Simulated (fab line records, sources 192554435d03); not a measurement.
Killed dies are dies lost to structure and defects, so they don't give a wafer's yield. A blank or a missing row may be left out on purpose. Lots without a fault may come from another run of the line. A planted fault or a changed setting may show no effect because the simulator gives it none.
Chamber matching | flow n5_finfet | N5_GATE_CUT_ETCH_58 on rie_diel-02: 4 sister chambers
The step etches SiNx in CH3F/O2, target depth 17 nm, time 128.6 s. 4 wafers are shown with their chamber, then 8 later ones without.

WAFERS WITH THEIR CHAMBER
wafer  | chamber | showerhead_plenum_p_Torr (Torr)
L081.5 | 0       | 2.05
L090.3 | 1       | 2.00
L090.5 | 2       | 2.13
L092.2 | 3       | 1.99

WAFERS WITHOUT THEIR CHAMBER
wafer  | showerhead_plenum_p_Torr (Torr)
L092.4 | 2.12
L092.5 | 2.04
L094.2 | 2.04
L094.3 | 1.99
L094.5 | 2.00
L095.2 | 2.04
L095.4 | 2.00
L095.5 | 2.00

WHICH CHAMBER EACH WENT THROUGH
wafer  | from the rows above     | in truth
L092.4 | 2                       | 2
L092.5 | 0                       | 0
L094.2 | 0                       | 0
L094.3 | can't be placed: 3 or 1 | 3
L094.5 | can't be placed: 1 or 3 | 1
L095.2 | 0                       | 0
L095.4 | can't be placed: 1 or 3 | 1
L095.5 | can't be placed: 1 or 3 | 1
Placed correctly: 4 of 8. Can't be placed from these rows: 4 (the true chamber is among the candidates in 4). Placed wrongly: 0.
How it was worked out, from the rows above alone: a wafer's distance from a chamber is the root of the sum, over the readings, of the square of ((its reading less the chamber's mean) divided by the reading's scatter). The wafer belongs to the nearest chamber; if the next one is less than 2 further off, it can't be placed. A chamber's mean is the mean of its shown wafers. The scatter: with one shown wafer a chamber, the root of the mean of the squares of how far each hidden wafer lies from its nearest shown one.
